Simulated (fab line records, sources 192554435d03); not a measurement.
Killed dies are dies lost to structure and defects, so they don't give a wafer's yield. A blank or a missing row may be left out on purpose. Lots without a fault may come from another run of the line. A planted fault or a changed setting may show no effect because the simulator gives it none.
Problem report in the 8D (eight disciplines) form, filled by code | flow n5_finfet | the parts of the form that need people (team, actions taken, sign-off) are left out

1. THE PROBLEM
spin_speed_rpm at N5_BEOL_M8_COAT_59 reads a mean of 1716.7 rpm on 6 wafers of 2 lots; wafers without a fault read 1500.0 rpm with a standard deviation of 1. That is +99 or more standard deviations from the usual mean.
The step: time 60 s, resist thk 100 nm.
First seen on wafer L160.2, day 13 20:27, on litho_track-04. The record holds 36 wafers of 12 lots with a number at this step. Rule for "out", or "out of limits": more than 4 standard deviations from the usual mean. The other wafers with a number count as sound.

2. WHAT IT IS AND WHAT IT IS NOT
question                    | is                     | is not
which readings at this step | spin_speed_rpm         | -
which lots                  | L160, L163             | L145, L146, L149, L150, L151, L153, L154, L155, L158, L166
which wafers of those lots  | all that have a number | -
read on which tools         | litho_track-04         | litho_track-02, litho_track-05
when                        | from day 13 20:27      | up to then (27 sound wafers); but 3 sound wafers of L166 came after

3. SUSPECTS, AND WHAT RULES EACH OUT
Counting: a tool at a process step up to the reading stays a suspect if it ran every lot that is out and no sound lot after the first of them.
- rtp_anneal-01 at N5_BEOL_M7_ANNEAL_51 (time 90 s): ruled out as a lasting fault. Sound lots L166 ran on it after its first lot that is out, L160 (day 13 17:50).
- litho_track-04 at N5_BEOL_M8_COAT_59 (time 60 s, resist thk 100 nm): kept. It ran every lot that is out, first L160 (day 13 20:27), and no sound lot after that; its last sound lot up to then is L158 (day 12 19:20). Its own readings are out on those wafers: spin_speed_rpm.
Left after counting: litho_track-04 at N5_BEOL_M8_COAT_59.

4. THE CAUSE (what the simulator had put in)
Process parameter drift: litho_track-04, from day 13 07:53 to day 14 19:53, at N5_BEOL_M8_COAT_59. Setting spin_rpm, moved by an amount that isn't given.
Counting left only this tool.

5. THE CHAIN OF EFFECTS, in route order
Each row: a reading whose mean over the struck wafers that have a number lies more than 3 standard deviations from the usual. Only readings for which the record gives a usual standard deviation are gone through. hours: the time from each lot's start at the first step in this table that gives one to its start at this step, as a median over the lots. sigmas: the change in usual standard deviations.
hours | step               | reading        | usual      | on struck wafers | change | sigmas
0     | N5_BEOL_M8_COAT_59 | spin_speed_rpm | 1500.0 rpm | 1716.7           | +216.7 | +99 or more
The process steps in it:
- N5_BEOL_M8_COAT_59: time 60 s, resist thk 100 nm.

6. WHAT WOULD HAVE CAUGHT IT SOONER
In this record the first reading out of limits was taken at day 13 20:27, 13 hours after the fault began at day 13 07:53.
